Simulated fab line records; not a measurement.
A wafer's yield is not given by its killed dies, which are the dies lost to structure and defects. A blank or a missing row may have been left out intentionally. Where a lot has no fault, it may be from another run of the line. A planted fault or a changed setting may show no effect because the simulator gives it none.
Matching of chambers    flow nandHarc    4 sister chambers for NHARC_A_CHANNEL_FILL_D1_ALD_14 on aldHk-01
The step deposits SiO2, target thk 2.5 nm, pulse time 10 s, ald cycles 25. 24 wafers are shown with their chamber, then 12 later ones without.

WAFERS, EACH WITH ITS CHAMBER
wafer   chamber  heaterPowerW (W)  precursorPulseHeightRel  susceptorTempC (C)
L074.1  2        531               0.986                    300.18
L074.2  3        501               1.010                    300.07
L074.6  2        543               0.981                    300.01
L076.3  0        453               0.965                    300.07
L076.4  1        467               1.008                    299.85
L076.5  3        496               0.955                    300.00
L077.1  2        532               1.004                    300.00
L077.2  1        462               0.986                    299.88
L077.4  0        456               0.961                    299.83
L080.2  1        479               1.008                    300.09
L080.4  2        543               1.001                    299.88
L080.6  0        450               0.998                    299.90
L081.1  2        538               0.988                    299.89
L081.5  2        550               0.987                    300.24
L081.6  1        472               1.008                    299.98
L084.2  1        471               0.995                    300.03
L084.5  3        517               0.983                    299.75
L084.6  0        450               0.962                    300.11
L085.2  3        509               0.993                    300.10
L085.3  1        477               0.997                    299.98
L085.5  1        472               0.986                    299.85
L086.2  1        435               1.016                    300.08
L086.4  0        454               0.983                    300.04
L086.5  1        432               1.011                    300.19

SIGNATURES (means of the wafers above)
reading                  chamber 0  chamber 1  chamber 2  chamber 3  scatter within a chamber
heaterPowerW             452.60     463.00     539.50     505.75     12.2
precursorPulseHeightRel  0.97380    1.00167    0.99117    0.98525    0.0142
susceptorTempC           299.9900   299.9922   300.0333   299.9800   0.133
Rule: for each reading, subtract the chamber's mean from the wafer's reading, divide by that reading's scatter and square the result; add these up over the readings and take the root, which gives the wafer's distance from the chamber. The wafer belongs to the nearest chamber; if the next one is less than 2 further off, it can't be placed. The scatter: take each reading less its chamber's mean, square it, sum over the shown wafers, divide by the number of wafers less the number of chambers, and take the root.

WAFERS WITHOUT THEIR CHAMBER
wafer   heaterPowerW (W)  precursorPulseHeightRel  susceptorTempC (C)
L087.1  436               0.993                    300.11
L087.2  539               1.021                    299.88
L087.5  544               1.013                    299.87
L090.1  544               0.994                    299.98
L090.3  522               0.986                    299.76
L090.5  541               0.964                    299.90
L092.1  459               1.002                    299.64
L092.3  424               0.963                    300.13
L092.5  455               1.007                    299.77
L095.1  443               1.034                    299.92
L095.4  561               1.006                    300.02
L095.6  429               1.006                    299.99

WHICH CHAMBER EACH WENT THROUGH
wafer   from the rows above      in truth
L087.1  can't be placed: 0 or 1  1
L087.2  can't be placed: 2 or 3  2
L087.5  can't be placed: 2 or 3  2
L090.1  2                        2
L090.3  can't be placed: 3 or 2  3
L090.5  can't be placed: 2 or 3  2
L092.1  can't be placed: 1 or 0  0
L092.3  can't be placed: 0 or 1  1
L092.5  can't be placed: 1 or 0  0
L095.1  can't be placed: 1 or 0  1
L095.4  2                        2
L095.6  can't be placed: 1 or 0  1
Correct placement for 2 of the 12. Cannot be placed on the basis of these rows: 10; the candidates contain the true chamber in 10. Wrongly placed: 0.
